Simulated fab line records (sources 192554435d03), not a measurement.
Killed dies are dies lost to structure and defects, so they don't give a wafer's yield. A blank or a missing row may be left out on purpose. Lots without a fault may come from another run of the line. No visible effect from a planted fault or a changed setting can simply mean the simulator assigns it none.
fab line records	flow n5-finfet
record lots=7	wafers=18	last-day=18
route steps=1938 shown BEOL_M4@1028
lots that met no fault: from a run of the same line without faults
start-h: start of the lot's first displayed wafer, in hours after the record's first day	wait-h: time in hours since the lot's previous step	" unchanged from the row above	L1.1+2: a single row standing in for several wafers	- either no value or no given start	* or withheld: withheld	< > ~ a bound
route shown NAME@n: names a module that has steps shown in the file, with the first one's number in the route	usual: mean/standard deviation of fault-free wafers	same: alike in all rows	chamber/n: place in a boat	sites: per-site readings	_std_site: how widely they spread, as a standard deviation	_edge_site: mean of outer sites minus mean of inner sites	radius-mm: how far each site lies from the wafer's centre	mask NAME#n: copy n	behind: the tool/chamber that last shaped the wafer	hold: what put the lot on hold/how long, in hours/how the hold closed	device: the transistor (n, p or np) that didn't switch	end of line: at the end of the route, the tests of the same wafers	where a step has no rows: the recipe by itself	killed: not the wafer's yield, but the dies lost to structure and defects at the first sort	map: dies across one wafer; x = killed, . = not, _ = none there
set.NAME: the run value of the setting; set.NAME@STEP: its run value at that earlier step	model.NAME: the simulator's own value behind a step, which no gauge read
certain route steps with their lots: each step a table, each wafer a row
services: from which hour (start-h, from the record's first day; less than 0 if before it) a tool's chamber was out of use, for how many hours, and why
## steps
# step N5_BEOL_M4_COAT_05
# recipe resist=CAR-EUV	spin-rpm=1500	resist-thk-nm=30
# step N5_BEOL_M4_EBR_07
# recipe solvent=PGMEA	ebr-width-mm=1.5
# step N5_BEOL_M4_SOFTBAKE_06
# recipe temp-c=110	time-s=60	resist=CAR-EUV
# step N5_BEOL_M4_EXPOSE_08
# recipe mask-id=M4	na=0.33	source-shape=dipole	sigma-inner=0.369	sigma-outer=0.767	polarization=unpolarized	dose-mj=41.25
# step N5_BEOL_M4_PEB_09
# recipe peb-temp-c=100	peb-time-s=60	resist=CAR-EUV
# step N5_BEOL_M4_DEVELOP_10
# recipe develop-time-s=30	developer=TMAH	resist=CAR-EUV	rinse-liquid=surfactant-rinse	dry=air-spin	dev-temp-c=23
# step N5_BEOL_M4_CD_MEAS_11
# recipe target-cd-nm=16.79	landing-energy-ev=500	detector=se-inlens	polarity=opening
# usual cd-nm=16.81/0.24
lot.wafer	tool	chamber	start-h	wait-h	cd-nm
L877.1	cd-sem-02	0	205.67	-	16.86
L877.5	"	0	"	"	17.31
L877.6	"	0	"	"	16.78
L881.2	cd-sem-03	0	210.41	-	16.96
L881.5	"	0	"	"	16.98
L881.6	"	0	"	"	16.90
L883.4	cd-sem-02	0	229.89	-	16.75
L883.5	"	0	"	"	16.62
L884.1	cd-sem-02	0	238.07	-	16.92
L884.2	"	0	"	"	16.59
L888.1	cd-sem-01	0	257.76	-	17.01
L888.5	"	0	"	"	16.73
L892.1	cd-sem-03	0	290.11	-	16.67
L892.3	"	0	"	"	16.64
L892.5	"	0	"	"	16.60
L893.2	cd-sem-03	0	294.86	-	17.22
L893.3	"	0	"	"	17.05
L893.6	"	0	"	"	16.78
# step N5_BEOL_M4_OVL_MEAS_12
# recipe points-per-wafer=522
# usual M4_OVL=0.2/0.74
lot.wafer	tool	chamber	start-h	wait-h	M4_OVL[nm]
L877.1	overlay-02	0	205.70	0.0	0.7
L877.5	"	0	"	"	1.1
L877.6	"	0	"	"	1.0
L881.2	overlay-02	0	210.45	0.0	-0.1
L881.5	"	0	"	"	-0.2
L881.6	"	0	"	"	0.0
L883.4	overlay-02	0	229.93	0.0	-0.4
L883.5	"	0	"	"	0.6
L884.1	overlay-02	0	238.10	0.0	0.3
L884.2	"	0	"	"	0.0
L888.1	overlay-02	0	257.79	0.0	-0.5
L888.5	"	0	"	"	0.5
L892.1	overlay-01	0	290.14	0.0	-1.1
L892.3	"	0	"	"	-0.6
L892.5	"	0	"	"	-0.5
L893.2	overlay-02	0	294.90	0.0	2.2
L893.3	"	0	"	"	0.6
L893.6	"	0	"	"	0.9
# step N5_BEOL_M4_INSPECT_13
# recipe mode=adi	inspect-instrument=brightfield
# usual raw-defect-count=366/88
lot.wafer	tool	chamber	start-h	wait-h	raw-defect-count
L877.1	defect-inspect-01	-	205.76	0.1	222
L877.5	"	-	"	"	288
L877.6	"	-	"	"	285
L881.2	defect-inspect-01	-	210.50	0.0	389
L881.5	"	-	"	"	356
L881.6	"	-	"	"	274
L883.4	defect-inspect-02	-	229.97	0.0	323
L883.5	"	-	"	"	263
L884.1	defect-inspect-01	-	238.16	0.1	560
L884.2	"	-	"	"	372
L888.1	defect-inspect-02	-	257.85	0.1	393
L888.5	"	-	"	"	482
L892.1	defect-inspect-02	-	290.20	0.1	415
L892.3	"	-	"	"	308
L892.5	"	-	"	"	292
L893.2	defect-inspect-01	-	294.95	0.0	324
L893.3	"	-	"	"	291
L893.6	"	-	"	"	250
# step N5_BEOL_M4_DESCUM_16
# recipe chemistry=O2	time-s=7	source-power-w=50	bias-power-w=20	pressure-mtorr=20	rf-frequency-hz=2.712e+07	temp-c=40	resist=CAR-EUV	o2-flow-sccm=225
# usual drypump-motor-current-A=5.9/0.55	oes-product-au=0.78/0.098	rf-vpp-V=243.6/1.5	showerhead-plenum-p-Torr=2.12/0.082	throttle-valve-pct=20.35/0.27
lot.wafer	tool	chamber	start-h	wait-h	drypump-motor-current-A	oes-product-au	rf-hours-counter-h	rf-vpp-V	showerhead-plenum-p-Torr	throttle-valve-pct
L877.1	rie-diel-01	1	205.80	0.0	6.1	0.82	102	244.3	2.21	20.50
L877.5	"	1	"	"	6.2	0.81	-	246.1	2.21	20.49
L877.6	"	2	"	"	4.9	0.70	-	241.8	1.99	20.49
L881.2	rie-diel-05	3	210.58	0.1	6.2	0.70	245	243.1	1.99	20.51
L881.5	"	2	"	"	5.5	0.71	-	244.8	2.16	20.67
L881.6	"	3	"	"	6.3	0.70	-	240.7	1.99	20.49
L883.4	rie-diel-05	1	230.23	0.3	6.5	0.69	-	242.3	2.05	20.00
L883.5	"	2	"	"	5.6	0.70	-	243.7	2.16	20.68
L884.1	rie-diel-05	2	238.19	0.0	5.6	0.70	211	244.3	2.16	20.70
L884.2	"	1	"	"	6.5	0.69	227	242.6	2.05	19.99
L888.1	rie-diel-05	3	257.88	0.0	6.2	0.98	3	244.5	2.25	20.25
L888.5	"	3	"	"	6.2	0.97	-	245.7	2.25	20.25
L892.1	rie-diel-01	3	290.24	0.0	5.1	0.80	90	241.5	2.01	20.02
L892.3	"	2	"	"	4.9	0.68	228	241.6	1.98	20.52
L892.5	"	2	"	"	4.9	0.68	-	242.3	1.98	20.53
L893.2	rie-diel-01	0	294.98	0.0	6.8	0.71	209	242.6	2.07	20.56
L893.3	"	3	"	"	5.1	0.80	91	242.4	2.01	20.01
L893.6	"	2	"	"	4.9	0.68	-	241.7	1.98	20.54
# step N5_BEOL_M4_ETCH_74
# recipe chemistry=N2/H2	target=underlayer	target-depth-a=65	mask-material=CAR-EUV	time-s=5.2	ion-energy-ev=200	pressure-mtorr=30	source-w=840	bias-w=150	n2-flow-sccm=200	h2-flow-sccm=200	ends=cleared
# usual drypump-motor-current-A=5.9/0.55	etch-rf-on-time-s=5.19/0.13	oes-product-au=0.66/0.086	rf-vpp-V=524.8/2.8	showerhead-plenum-p-Torr=2.57/0.093	throttle-valve-pct=17.79/0.22
lot.wafer	tool	chamber	start-h	wait-h	drypump-motor-current-A	etch-rf-on-time-s	oes-product-au	rf-hours-counter-h	rf-vpp-V	showerhead-plenum-p-Torr	throttle-valve-pct
L877.1	rie-diel-01	1	205.83	0.0	6.2	4.96	0.70	102	526.1	2.68	17.96
L877.5	"	1	"	"	6.2	4.93	0.72	-	528.2	2.68	17.96
L877.6	"	2	"	"	4.9	5.28	0.60	-	519.4	2.42	17.97
L881.2	rie-diel-05	3	210.61	0.0	6.2	4.86	0.62	245	519.6	2.39	17.86
L881.5	"	2	"	"	5.6	5.28	0.59	-	526.8	2.63	18.16
L881.6	"	3	"	"	6.2	4.93	0.61	-	521.0	2.39	17.88
L883.4	rie-diel-05	1	230.26	0.0	6.5	5.33	0.58	-	523.3	2.52	17.62
L883.5	"	2	"	"	5.6	5.33	0.59	-	525.0	2.62	18.16
L884.1	rie-diel-05	2	238.23	0.0	5.6	5.40	0.59	211	526.5	2.62	18.15
L884.2	"	1	"	"	6.5	5.35	0.59	227	525.1	2.52	17.62
L888.1	rie-diel-05	3	257.92	0.0	6.2	5.10	0.84	3	528.5	2.71	17.50
L888.5	"	3	"	"	6.2	5.11	0.83	-	528.2	2.71	17.50
L892.1	rie-diel-01	3	290.27	0.0	5.1	5.20	0.68	90	520.4	2.47	17.59
L892.3	"	2	"	"	4.9	5.40	0.57	228	520.6	2.41	18.00
L892.5	"	2	"	"	4.9	5.39	0.59	-	518.7	2.41	18.02
L893.2	rie-diel-01	0	295.02	0.0	6.8	5.43	0.59	209	524.1	2.51	17.88
L893.3	"	3	"	"	5.1	5.12	0.69	91	521.6	2.47	17.60
L893.6	"	2	"	"	4.9	5.35	0.58	-	518.2	2.41	18.00
# step N5_BEOL_M4_ETCH_63
# recipe chemistry=CF4	target=SiARC	target-depth-a=156	mask-material=CAR-EUV	time-s=26	ion-energy-ev=80	pressure-mtorr=40	source-w=545	bias-w=36	Ar_flow_sccm=100	cf4-flow-sccm=100	ends=cleared
# usual drypump-motor-current-A=5.9/0.55	etch-rf-on-time-s=25.9/0.66	oes-product-au=0.67/0.086	rf-vpp-V=184.4/1.3	showerhead-plenum-p-Torr=2.17/0.078	throttle-valve-pct=15.56/0.21
lot.wafer	tool	chamber	start-h	wait-h	drypump-motor-current-A	etch-rf-on-time-s	oes-product-au	rf-hours-counter-h	rf-vpp-V	showerhead-plenum-p-Torr	throttle-valve-pct
L877.1	rie-diel-01	1	205.85	0.0	6.2	25.1	0.70	102	186.4	2.24	15.54
L877.5	"	1	"	"	6.2	25.3	0.69	-	185.4	2.24	15.54
L877.6	"	2	"	"	4.9	26.5	0.59	-	181.6	2.04	15.61
L881.2	rie-diel-05	3	210.63	0.0	6.2	24.4	0.61	245	183.1	2.03	15.65
L881.5	"	2	"	"	5.6	26.3	0.60	-	184.8	2.21	15.84
L881.6	"	3	"	"	6.2	24.4	0.61	-	183.4	2.03	15.66
L883.4	rie-diel-05	1	230.28	0.0	6.5	26.3	0.59	-	184.4	2.11	15.35
L883.5	"	2	"	"	5.6	26.5	0.60	-	186.1	2.21	15.85
L884.1	rie-diel-05	2	238.24	0.0	5.6	26.9	0.59	211	184.8	2.21	15.86
L884.2	"	1	"	"	6.5	26.5	0.59	227	184.3	2.11	15.34
L888.1	rie-diel-05	3	257.93	0.0	6.2	25.4	0.85	3	184.9	2.28	15.21
L888.5	"	3	"	"	6.2	25.5	0.85	-	186.3	2.28	15.19
L892.1	rie-diel-01	3	290.29	0.0	5.1	25.9	0.68	90	184.1	2.09	15.44
L892.3	"	2	"	"	4.9	26.5	0.58	228	182.5	2.03	15.68
L892.5	"	2	"	"	4.9	26.7	0.58	-	182.2	2.03	15.67
L893.2	rie-diel-01	0	295.04	0.0	6.8	27.0	0.60	209	184.0	2.13	15.82
L893.3	"	3	"	"	5.1	25.8	0.69	91	181.2	2.09	15.44
L893.6	"	2	"	"	4.9	26.7	0.58	-	182.8	2.03	15.69
# step N5_BEOL_M4_ETCH_64
# recipe chemistry=N2/H2	target=SOC	target-depth-a=750	overetch-a=225	mask-material=SiARC	temp-c=40	time-s=121.9	ion-energy-ev=200	pressure-mtorr=30	source-w=840	bias-w=150	n2-flow-sccm=200	h2-flow-sccm=200
# usual drypump-motor-current-A=5.9/0.55	oes-product-au=0.59/0.071	rf-vpp-V=524.7/2.7	showerhead-plenum-p-Torr=2.57/0.093	throttle-valve-pct=17.75/0.22
lot.wafer	tool	chamber	start-h	wait-h	drypump-motor-current-A	oes-product-au	rf-hours-counter-h	rf-vpp-V	showerhead-plenum-p-Torr	throttle-valve-pct	model.SiARC_of_BEOL_M4_COAT_62.thk-nm	model.BEOL_M4.cd-offset-nm
L877.1	rie-diel-01	1	205.88	0.0	6.1	0.62	102	527.2	2.68	17.91	6	0.2
L877.5	"	1	"	"	6.1	0.61	-	527.2	2.68	17.90	6	0.4
L877.6	"	2	"	"	4.9	0.54	-	520.0	2.42	17.93	6.4	0.2
L881.2	rie-diel-05	3	210.66	0.0	6.2	0.53	245	520.6	2.39	17.82	6.2	0.2
L881.5	"	2	"	"	5.6	0.54	-	526.3	2.63	18.10	6.6	0
L881.6	"	3	"	"	6.2	0.53	-	521.0	2.39	17.80	6.2	0.2
L883.4	rie-diel-05	1	230.35	0.1	6.5	0.53	-	522.5	2.52	17.57	6.4	0
L883.5	"	2	"	"	5.6	0.49	-	525.0	2.62	18.10	5.4	0.2
L884.1	rie-diel-05	2	238.27	0.0	5.6	0.48	211	526.1	2.62	18.11	5.4	0
L884.2	"	1	"	"	6.5	0.53	227	523.8	2.52	17.57	6.2	-0.2
L888.1	rie-diel-05	3	257.96	0.0	6.2	0.67	3	529.7	2.71	17.47	5.2	0.8
L888.5	"	3	"	"	6.3	0.67	-	529.0	2.71	17.47	5.2	0.6
L892.1	rie-diel-01	3	290.31	0.0	5.1	0.61	90	521.0	2.47	17.54	6.2	0
L892.3	"	2	"	"	4.9	0.52	228	519.9	2.41	17.96	6.4	0
L892.5	"	2	"	"	4.9	0.52	-	519.4	2.41	17.96	6.4	0
L893.2	rie-diel-01	0	295.06	0.0	6.8	0.54	209	522.9	2.51	17.84	6.4	-0.2
L893.3	"	3	"	"	5.1	0.60	91	519.8	2.47	17.53	6.2	0.2
L893.6	"	2	"	"	4.9	0.53	-	520.1	2.41	17.95	6.6	0
# step N5_BEOL_M4_STRIP_65
# recipe chemistry=N2/H2	temp-c=40	n2-flow-sccm=200	h2-flow-sccm=200	rf-frequency-hz=6e+07
# step N5_BEOL_M4_STRIP_75
# recipe chemistry=N2/H2	temp-c=40	n2-flow-sccm=200	h2-flow-sccm=200	rf-frequency-hz=6e+07
# step N5_BEOL_M4_STRIP_66
# recipe chemistry=CF4	resist=SiARC	power-w=300	bias-power-w=75	pressure-mtorr=50	cf4-flow-sccm=150	rf-frequency-hz=6e+07
# usual drypump-motor-current-A=5.9/0.55	oes-product-au=0.77/0.093	rf-vpp-V=271.5/1.6	showerhead-plenum-p-Torr=1.82/0.065	throttle-valve-pct=13.53/0.2
lot.wafer	tool	chamber	start-h	wait-h	drypump-motor-current-A	oes-product-au	rf-hours-counter-h	rf-vpp-V	showerhead-plenum-p-Torr	throttle-valve-pct
L877.1	rie-diel-01	1	206.01	0.0	6.1	0.79	102	272.6	1.87	13.51
L877.5	"	1	"	"	6.1	0.79	-	273.6	1.87	13.50
L877.6	"	2	"	"	4.9	0.70	-	270.5	1.71	13.63
L881.2	rie-diel-05	3	210.79	0.0	6.2	0.69	245	269.2	1.70	13.70
L881.5	"	2	"	"	5.6	0.70	-	272.9	1.84	13.77
L881.6	"	3	"	"	6.2	0.69	-	268.9	1.70	13.69
L883.4	rie-diel-05	1	230.43	0.0	6.5	0.69	-	271.6	1.77	13.37
L883.5	"	2	"	"	5.6	0.70	-	271.7	1.84	13.80
L884.1	rie-diel-05	2	238.40	0.0	5.6	0.70	212	272.1	1.84	13.82
L884.2	"	1	"	"	6.5	0.69	227	269.6	1.76	13.38
L888.1	rie-diel-05	3	258.10	0.0	6.2	0.96	3	273.5	1.91	13.15
L888.5	"	3	"	"	6.2	0.96	-	274.6	1.91	13.15
L892.1	rie-diel-01	3	290.45	0.0	5.1	0.79	90	269.8	1.75	13.39
L892.3	"	2	"	"	4.9	0.69	228	268.0	1.70	13.68
L892.5	"	2	"	"	4.9	0.69	-	270.2	1.70	13.68
L893.2	rie-diel-01	0	295.20	0.0	6.8	0.70	209	270.9	1.78	13.78
L893.3	"	3	"	"	5.1	0.79	91	270.9	1.75	13.39
L893.6	"	2	"	"	4.9	0.68	-	269.3	1.70	13.69
# step N5_BEOL_M4_HM_OPEN_17
# recipe chemistry=Cl2/BCl3	target-depth-a=200	overetch-a=60	target=TiN	mask-material=SOC	ion-energy-ev=150	pressure-mtorr=10	icp-w=1000	bias-w=126	Cl2_flow_sccm=53.25	bcl3-flow-sccm=21.75	Ar_flow_sccm=25
# usual bcl3-flow-sccm=21.76/0.066	drypump-motor-current-A=5.6/0.37	oes-product-au=0.69/0.074	throttle-valve-pct=22.03/0.19
lot.wafer	tool	chamber	start-h	wait-h	bcl3-flow-sccm	drypump-motor-current-A	oes-product-au	rf-hours-counter-h	throttle-valve-pct	model.etch.depth-nm	model.BEOL_M4.cd-offset-nm
L877.1	rie-metal-01	1	206.05	0.0	21.64	5.8	0.58	94	22.00	19.9	0.2
L877.5	"	0	"	"	21.66	5.9	0.66	-	21.64	20.25	0.4
L877.6	"	1	"	"	21.70	5.8	0.58	-	22.00	20.12	0.2
L881.2	rie-metal-01	0	210.83	0.0	21.74	5.9	0.66	41	21.65	20.06	0.2
L881.5	"	1	"	"	21.85	5.9	0.58	-	22.01	19.96	0
L881.6	"	0	"	"	21.71	5.9	0.66	-	21.64	20.27	0
L883.4	rie-metal-02	0	230.49	0.1	21.75	5.2	0.78	-	22.01	20.56	0
L883.5	"	1	"	"	21.75	5.5	0.68	-	22.25	17.65	0.4
L884.1	rie-metal-01	1	238.45	0.0	21.71	5.9	0.53	98	22.07	17.59	0
L884.2	"	0	"	"	21.79	5.9	0.65	44	21.64	20.29	-0.4
L888.1	rie-metal-01	1	258.14	0.0	21.70	5.8	0.54	99	22.09	17.44	0.8
L888.5	"	0	"	"	21.69	5.9	0.59	-	21.76	17.1	0.6
L892.1	rie-metal-02	1	290.49	0.0	21.68	5.5	0.72	20	22.16	20.39	0
L892.3	"	1	"	"	21.81	5.5	0.71	-	22.20	19.88	-0.2
L892.5	"	1	"	"	21.82	5.5	0.71	-	22.19	19.95	-0.2
L893.2	rie-metal-02	0	295.24	0.0	21.82	5.2	0.76	11	22.02	20.4	-0.2
L893.3	"	1	"	"	21.70	5.5	0.71	-	22.19	20.05	0.2
L893.6	"	0	"	"	21.79	5.2	0.75	-	22.05	19.9	0
# step N5_BEOL_M4_STRIP_19
# recipe chemistry=O2	power-w=400	temp-c=40	pressure-mtorr=30	rf-frequency-hz=6e+07	bias-power-w=0	overash-fraction=0.2	o2-flow-sccm=225
# usual drypump-motor-current-A=6.0/0.56	oes-product-au=0.78/0.095	rf-vpp-V=3.7/0.51	showerhead-plenum-p-Torr=2.12/0.08	throttle-valve-pct=16.60/0.23
lot.wafer	tool	chamber	start-h	wait-h	drypump-motor-current-A	oes-product-au	rf-hours-counter-h	rf-vpp-V	showerhead-plenum-p-Torr	throttle-valve-pct
L877.1	rie-diel-02	2	206.17	0.1	5.7	0.80	97	4.2	2.11	16.59
L877.5	"	0	"	"	6.2	0.70	-	3.1	2.15	16.38
L877.6	"	3	"	"	6.0	0.91	-	3.4	2.24	16.75
L881.2	rie-diel-02	3	210.94	0.1	6.0	0.90	43	2.8	2.24	16.77
L881.5	"	3	"	"	6.0	0.90	-	3.5	2.24	16.75
L881.6	"	2	"	"	5.7	0.79	-	3.7	2.10	16.60
L883.4	rie-diel-05	2	230.60	0.1	5.6	0.71	-	2.8	2.16	16.92
L883.5	"	0	"	"	5.6	1.00	-	3.0	2.16	16.63
L884.1	rie-diel-05	1	238.56	0.1	6.5	0.68	227	2.8	2.05	16.35
L884.2	"	0	"	"	5.6	0.99	5	5.4	2.16	16.62
L888.1	rie-diel-02	1	258.25	0.1	6.5	0.88	47	2.9	2.21	16.28
L888.5	"	1	"	"	6.5	0.88	-	3.1	2.21	16.24
L892.1	rie-diel-05	0	290.63	0.1	5.6	0.92	26	3.2	2.15	16.68
L892.3	"	3	"	"	6.2	0.93	15	3.7	2.25	16.40
L892.5	"	1	"	"	6.5	0.67	-	3.6	2.05	16.38
L893.2	rie-diel-05	1	295.35	0.1	6.5	0.68	249	3.2	2.05	16.37
L893.3	"	3	"	"	6.2	0.93	16	3.6	2.25	16.41
L893.6	"	1	"	"	6.5	0.68	-	3.9	2.05	16.38
# step N5_BEOL_M4_RC_MEAS_101
# usual DIBL_N=36.3/1.8	DIBL_P=36.5/2.1	IOFF_N=0.16/0.031	IOFF_P=0.22/0.038	ION_N=677/12	ION_P=466/7.8	SS_N=71.5/0.61	SS_P=73.2/0.7	VT_N=249/3	VT_P=-248.9/3
lot.wafer	tool	chamber	start-h	wait-h	DIBL_N[mV/V]	DIBL_P[mV/V]	IOFF_N[nA/um]	IOFF_P[nA/um]	ION_N[uA/um]	ION_P[uA/um]	SS_N[mV/dec]	SS_P[mV/dec]	VT_N[mV]	VT_P[mV]
L877.1	prober-01	0	231.55	0.0	37.1	37.3	0.17	0.22	687	468	71.6	74.1	249	-250.1
L877.5	"	0	"	"	37.0	37.4	0.17	0.21	682	462	72.2	74.7	251	-251.6
L877.6	"	0	"	"	37.4	38.0	0.18	0.22	686	465	71.5	74.3	251	-249.1
L881.2	prober-02	0	234.46	0.2	36.0	36.6	0.17	0.23	678	470	71.8	74.2	247	-246.4
L881.5	"	0	"	"	33.5	33.9	0.13	0.19	668	464	71.0	73.2	252	-249.8
L881.6	"	0	"	"	35.6	37.2	0.17	0.24	668	467	72.1	73.2	248	-243.2
L884.1	prober-01	0	248.99	0.0	34.7	34.1	0.12	0.18	667	459	71.1	72.5	255	-251.3
L884.2	"	0	"	"	36.5	35.9	0.14	0.22	678	470	71.6	73.2	250	-247.4
L883.4	prober-02	0	249.18	0.5	36.6	35.6	0.18	0.23	686	470	71.3	73.3	246	-248.0
L883.5	"	0	"	"	33.6	32.0	0.12	0.18	670	466	70.5	72.1	252	-246.7
L888.1	prober-01	0	267.18	0.0	37.1	36.5	0.16	0.24	671	467	70.6	73.2	250	-246.0
L888.5	"	0	"	"	35.2	33.4	0.12	0.18	653	451	70.8	71.9	255	-251.4
L892.1	prober-02	0	300.42	0.0	35.6	35.4	0.16	0.23	679	464	71.0	73.6	249	-247.2
L892.3	"	0	"	"	33.9	34.9	0.15	0.21	683	468	70.3	72.7	249	-247.9
L892.5	"	0	"	"	32.0	31.9	0.11	0.18	666	468	70.4	72.0	249	-250.1
L893.2	prober-02	0	307.84	0.2	33.4	33.2	0.12	0.16	657	459	70.7	71.8	253	-252.4
L893.3	"	0	"	"	34.7	35.0	0.13	0.19	671	462	71.4	72.5	254	-249.9
L893.6	"	0	"	"	34.0	34.9	0.13	0.19	680	471	70.4	73.4	251	-250.9
## services
tool	chamber	start-h	hours	kind
rie-metal-02	1	198.71	15.0	repair
rie-diel-01	1	200.33	1.6	repair
rie-diel-05	0	203.00	-	clean
rie-diel-05	0	203.00	-	consumable-replace:focus-ring
rie-diel-05	0	203.00	22.6	scheduled-down
rie-diel-05	0	203.00	22.6	vent-cycle
rie-diel-05	3	226.02	-	clean
rie-diel-05	3	226.02	-	consumable-replace:focus-ring
rie-diel-05	3	226.02	-	consumable-replace:showerhead
rie-diel-05	3	226.02	24.8	scheduled-down
rie-diel-05	3	226.02	24.8	vent-cycle
rie-metal-01	-	241.19	2.8	pm
rie-diel-05	2	248.35	14.3	repair
rie-diel-01	2	252.54	8.2	repair
## key
first-sign none at tools or gauges
model-effect step=N5_BEOL_M4_ETCH_64	value=SiARC_of_BEOL_M4_COAT_62.thk-nm	without=6.5	struck=5.3
model-effect step=N5_BEOL_M4_HM_OPEN_17	value=etch.depth-nm	without=19.88	struck=17.45
met-at N5_BEOL_M4_ETCH_64
struck-wafers L883.5,L884.1,L888.1,L888.5
onset-between 210.66 230.35
fault kind=process-parameter-drift	tool=rie-diel-05	chamber=-	onset-h=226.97	steps=N5_BEOL_M4_ETCH_64	channel=time-s	offset=*	shape=step	end-h=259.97	scope=struck-wafers-only	acts-in=*	stated=*
